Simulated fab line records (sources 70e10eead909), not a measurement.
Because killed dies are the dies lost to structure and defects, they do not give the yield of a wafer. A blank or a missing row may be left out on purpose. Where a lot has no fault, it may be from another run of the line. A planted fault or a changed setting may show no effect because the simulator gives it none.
Struck lot and sound lot, side by side | flow nand_harc | 15 out of 1159 route steps
Sound: wafers L588.1, L588.5, L588.6. Wafers struck: L597.2, L597.3, L597.6. The cause is named last.
Order at every step that has rows: each side's tool, ch and its chambers, its first start. Under that, the readings that differ: sound wafers | struck wafers | difference of the means | sigmas: that difference in standard deviations of wafers without a fault.
alike: readings whose means differ by less than 2 such deviations, and words and numbers that are the same on both sides. not compared: withheld readings, readings that some wafer has no value for, bounds like >300 that may hide the same value, and numbers for which the record gives no deviation and whose values overlap.
Wherever a step has rows on one side only, a row that says differs or no value, or a row with sigmas, the two part there. Numbers that don't overlap but have no deviation are shown without sigmas and don't part them. Lack of a reading on every wafer of one side parts them only where that side has two or more wafers.

first, 2 steps without rows for these wafers: NHARC_THIN_TSV_PEB_10 (peb time 85 s); NHARC_THIN_TSV_DEVELOP_11 (time 70 s).
NHARC_THIN_TSV_CD_MEAS_12 targets a cd of 1000 nm.
  sound on cd_sem-01 ch 0, day 19 02:32; struck on cd_sem-01 ch 0, day 20 18:11
  alike: cd_nm
then, 1 step without rows for these wafers: NHARC_THIN_TSV_HARDBAKE_13 (time 80 s).
NHARC_THIN_TSV_DESCUM_14: chemistry O2, time 3 s.
  sound on rie_diel-01 ch 2,3, day 19 02:42; struck on rie_diel-07 ch 0,2, day 20 18:22
  alike: drypump_motor_current_A, mfc_ar_sccm, oes_product_au, rf_vpp_V, showerhead_plenum_p_Torr, throttle_valve_pct
  not compared: rf_hours_counter_h
then, 2 steps without rows for these wafers: NHARC_THIN_TSV_ETCH_44 (etches the open film in CF4/O2, target depth 1594.2 nm, time 797.1 s); NHARC_THIN_TSV_ETCH_15 (target depth 3000 nm, bosch target overetch cycles 2, bosch etch step 2.8 s).
NHARC_THIN_TSV_CD_MEAS_16:
  sound on cd_sem-01 at day 19 03:30; struck on cd_sem-03 at day 20 19:10
  alike: cd_nm
NHARC_THIN_TSV_STRIP_45: strips in O2.
  sound on plasma_asher-01 ch 0,1, day 19 03:41; struck on plasma_asher-02 ch 1, day 20 19:17
  alike: drypump_motor_current_A, heater_power_w
  not compared: rf_hours_counter_h
then, 1 step without rows for these wafers: NHARC_THIN_TSV_STRIP_46 (strips in post etch residue remover, time 1200 s).
NHARC_THIN_TSV_DEP_47: deposits SiO2, target thk 200 nm.
  sound on pecvd-02 ch 0,1,2, day 19 04:31; struck on pecvd-02 ch 0,2, day 20 20:06
  alike: throttle_valve_pct
NHARC_THIN_TSV_ETCHBACK_48: etches the open film in C4F8/Ar, target depth 1028.5 nm, time 405.17 s.
  sound on rie_diel-08 ch 0,1,3, day 19 04:56; struck on rie_diel-07 ch 1,2, day 20 20:29
  alike: oes_product_au, rf_vpp_V
  not compared: rf_hours_counter_h
NHARC_THIN_TSV_STRIP_62: strips in N2/H2, time 20 s.
  sound on plasma_asher-01 ch 0,1, day 19 05:12; struck on plasma_asher-01 ch 0,1, day 20 20:52
  no value came back on the struck wafers for drypump_motor_current_A (A), heater_power_w (W); on the sound wafers drypump_motor_current_A (A) reads 6.4 5.8 6.4
  not compared: rf_hours_counter_h
NHARC_THIN_TSV_DEGAS_49: time 120 s.
  sound on pvd_sputter-01 at day 19 05:23; struck on pvd_sputter-02 at day 20 21:02
  alike: heater_power_w
NHARC_END_SORT_01:
  sound on prober-02 ch 0, day 20 02:08; struck on prober-02 ch 0, day 21 10:25
  reading         | sound | struck | difference | sigmas
  killed_at_other | 0 1 0 | 8 13 9 | +10        | +9
  killed_open     | 2 1 3 | 9 13 6 | +7         | +4
  alike: defect_limited_yield, killed_at_array, killed_at_periphery, killed_dies, killed_short, sort_bin_2_pct, sort_bin_3_pct, sort_bin_4_pct, sort_n_pass, sort_rim_yield_pct, sort_yield_pct

== WHERE THEY PART ==
At NHARC_THIN_TSV_STRIP_62 first; at NHARC_END_SORT_01 last (within this record only).

WHY: what the simulator had put in
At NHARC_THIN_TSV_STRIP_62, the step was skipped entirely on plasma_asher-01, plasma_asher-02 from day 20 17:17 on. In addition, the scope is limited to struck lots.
